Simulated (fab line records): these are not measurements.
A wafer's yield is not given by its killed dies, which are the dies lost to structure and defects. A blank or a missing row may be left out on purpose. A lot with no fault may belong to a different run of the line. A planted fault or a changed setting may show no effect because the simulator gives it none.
Which tool did it? || flow nand_harc || 12 lots, 36 wafers sampled, at 1 step of a route of 1302

WHAT EACH GAUGE READ, for each wafer
NHARC_P_M0_CD_MEAS_16.
{"lot": "L075", "measured": "day 6 11:25", "on": "cd_sem-01", "cd_nm (nm)": "89.6 89.0 89.0"}
{"lot": "L077", "measured": "day 7 02:07", "on": "cd_sem-02", "cd_nm (nm)": "89.7 91.1 90.0"}
{"lot": "L079", "measured": "day 8 02:18", "on": "cd_sem-01", "cd_nm (nm)": "91.0 90.8 89.6"}
{"lot": "L081", "measured": "day 8 18:40", "on": "cd_sem-02", "cd_nm (nm)": "89.0 89.5 88.9"}
{"lot": "L083", "measured": "day 9 16:37", "on": "cd_sem-03", "cd_nm (nm)": "90.1 90.5 89.2"}
{"lot": "L085", "measured": "day 10 16:36", "on": "cd_sem-03", "cd_nm (nm)": "90.5 89.2 89.6"}
{"lot": "L087", "measured": "day 11 06:56", "on": "cd_sem-03", "cd_nm (nm)": "90.8 89.8 89.5"}
{"lot": "L088", "measured": "day 12 06:02", "on": "cd_sem-01", "cd_nm (nm)": "90.2 89.6 89.6"}
{"lot": "L091", "measured": "day 13 07:23", "on": "cd_sem-01", "cd_nm (nm)": "89.0 87.6 88.4"}
{"lot": "L093", "measured": "day 13 22:47", "on": "cd_sem-01", "cd_nm (nm)": "88.9 89.1 89.2"}
{"lot": "L094", "measured": "day 14 15:06", "on": "cd_sem-02", "cd_nm (nm)": "89.9 88.2 90.0"}
{"lot": "L097", "measured": "day 15 21:44", "on": "cd_sem-03", "cd_nm (nm)": "89.3 89.7 89.4"}

WHAT TOOL EACH LOT RAN ON (gives the tool, then ch and the chambers of the sampled wafers, and finally the start)
No process step before these readings appears in the record.

THE ANSWER, worked out from the rows above alone
Rule: the lots themselves supply what counts as usual. Put in order of their means at a reading, lots are off if they are a third of the lots or fewer, leave a main group of 4 or more, and stand apart from it by a gap of 3 or more times the standard deviation of the main group's means; of several such gaps the widest counts. The tables above print the reading to a certain number of digits; a main group whose means all agree to those digits is not used. A lot without any number at a reading at which 4 lots or more have one is off too. Where the step has rows for the other lots, those lots are counted as sound.
No lot is off on any of the readings shown, so nothing can be concluded from this.

WHAT HAD BEEN PUT IN BY THE SIMULATOR
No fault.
